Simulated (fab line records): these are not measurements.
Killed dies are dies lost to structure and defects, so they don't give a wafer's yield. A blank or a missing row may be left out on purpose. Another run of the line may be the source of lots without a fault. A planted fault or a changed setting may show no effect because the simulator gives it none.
Chamber matching || flow nand-harc || NHARC_A_STAIRCASE_DESCUM_443 on rie-diel-04: 4 sister chambers
The step chemistry O2, time 3 s. 14 wafers are shown with their chamber, then 7 later ones without.

== WAFERS, EACH WITH ITS CHAMBER ==
{"wafer": "L077.1", "chamber": 3, "showerhead-plenum-p-Torr (Torr)": 1.94, "drypump-motor-current-A (A)": 5.6, "oes-product-au (a.u.)": 1.004}
{"wafer": "L077.4", "chamber": 2, "showerhead-plenum-p-Torr (Torr)": 1.93, "drypump-motor-current-A (A)": 5.6, "oes-product-au (a.u.)": 0.990}
{"wafer": "L077.5", "chamber": 3, "showerhead-plenum-p-Torr (Torr)": 1.94, "drypump-motor-current-A (A)": 5.6, "oes-product-au (a.u.)": 1.016}
{"wafer": "L082.1", "chamber": 2, "showerhead-plenum-p-Torr (Torr)": 1.93, "drypump-motor-current-A (A)": 5.7, "oes-product-au (a.u.)": 0.980}
{"wafer": "L082.2", "chamber": 0, "showerhead-plenum-p-Torr (Torr)": 2.02, "drypump-motor-current-A (A)": 5.8, "oes-product-au (a.u.)": 0.991}
{"wafer": "L082.3", "chamber": 3, "showerhead-plenum-p-Torr (Torr)": 1.94, "drypump-motor-current-A (A)": 5.6, "oes-product-au (a.u.)": 0.999}
{"wafer": "L086.1", "chamber": 2, "showerhead-plenum-p-Torr (Torr)": 1.93, "drypump-motor-current-A (A)": 5.7, "oes-product-au (a.u.)": 0.990}
{"wafer": "L086.4", "chamber": 3, "showerhead-plenum-p-Torr (Torr)": 1.93, "drypump-motor-current-A (A)": 5.6, "oes-product-au (a.u.)": 1.004}
{"wafer": "L086.6", "chamber": 2, "showerhead-plenum-p-Torr (Torr)": 1.93, "drypump-motor-current-A (A)": 5.7, "oes-product-au (a.u.)": 0.992}
{"wafer": "L092.1", "chamber": 1, "showerhead-plenum-p-Torr (Torr)": 1.99, "drypump-motor-current-A (A)": 5.5, "oes-product-au (a.u.)": 0.991}
{"wafer": "L092.2", "chamber": 0, "showerhead-plenum-p-Torr (Torr)": 2.02, "drypump-motor-current-A (A)": 5.8, "oes-product-au (a.u.)": 1.003}
{"wafer": "L092.3", "chamber": 2, "showerhead-plenum-p-Torr (Torr)": 1.92, "drypump-motor-current-A (A)": 5.6, "oes-product-au (a.u.)": 0.989}
{"wafer": "L093.1", "chamber": 0, "showerhead-plenum-p-Torr (Torr)": 2.01, "drypump-motor-current-A (A)": 5.8, "oes-product-au (a.u.)": 1.000}
{"wafer": "L093.4", "chamber": 1, "showerhead-plenum-p-Torr (Torr)": 1.99, "drypump-motor-current-A (A)": 5.5, "oes-product-au (a.u.)": 0.991}

SIGNATURES (means of the wafers above)
{"reading": "showerhead-plenum-p-Torr", "chamber 0": 2.0167, "chamber 1": 1.9900, "chamber 2": 1.9280, "chamber 3": 1.9375, "scatter within a chamber": 0.00471}
{"reading": "drypump-motor-current-A", "chamber 0": 5.800, "chamber 1": 5.500, "chamber 2": 5.660, "chamber 3": 5.600, "scatter within a chamber": 0.0346}
{"reading": "oes-product-au", "chamber 0": 0.99800, "chamber 1": 0.99100, "chamber 2": 0.98820, "chamber 3": 1.00575, "scatter within a chamber": 0.00569}
Rule: a wafer's distance from a chamber is the root of the sum, over the readings, of the square of ((its reading less the chamber's mean) divided by the reading's scatter). If the next closest chamber is less than 2 further off than the closest, the wafer can't be placed; otherwise it belongs to the closest. The scatter: the root of (the sum of the squares of (reading less its chamber's mean) over the shown wafers, divided by (wafers less chambers)).

== WAFERS WHOSE CHAMBER IS MISSING ==
{"wafer": "L093.5", "showerhead-plenum-p-Torr (Torr)": 2.01, "drypump-motor-current-A (A)": 5.8, "oes-product-au (a.u.)": 1.016}
{"wafer": "L095.2", "showerhead-plenum-p-Torr (Torr)": 1.91, "drypump-motor-current-A (A)": 5.6, "oes-product-au (a.u.)": 1.004}
{"wafer": "L095.4", "showerhead-plenum-p-Torr (Torr)": 1.99, "drypump-motor-current-A (A)": 5.5, "oes-product-au (a.u.)": 0.982}
{"wafer": "L095.6", "showerhead-plenum-p-Torr (Torr)": 1.99, "drypump-motor-current-A (A)": 5.5, "oes-product-au (a.u.)": 0.992}
{"wafer": "L097.1", "showerhead-plenum-p-Torr (Torr)": 2.01, "drypump-motor-current-A (A)": 5.8, "oes-product-au (a.u.)": 1.008}
{"wafer": "L097.2", "showerhead-plenum-p-Torr (Torr)": 1.99, "drypump-motor-current-A (A)": 5.5, "oes-product-au (a.u.)": 0.984}
{"wafer": "L097.6", "showerhead-plenum-p-Torr (Torr)": 2.01, "drypump-motor-current-A (A)": 5.8, "oes-product-au (a.u.)": 1.007}

== WHICH CHAMBER EACH WENT THROUGH ==
{"wafer": "L093.5", "from the rows above": 0, "in truth": 0}
{"wafer": "L095.2", "from the rows above": "can't be placed: 2 or 3", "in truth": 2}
{"wafer": "L095.4", "from the rows above": 1, "in truth": 1}
{"wafer": "L095.6", "from the rows above": 1, "in truth": 1}
{"wafer": "L097.1", "from the rows above": 0, "in truth": 0}
{"wafer": "L097.2", "from the rows above": 1, "in truth": 1}
{"wafer": "L097.6", "from the rows above": 0, "in truth": 0}
Correct placement for 6 of the 7. From these rows, 1 cannot be placed; in 1 the true chamber is one of the candidates. Wrongly placed: 0.
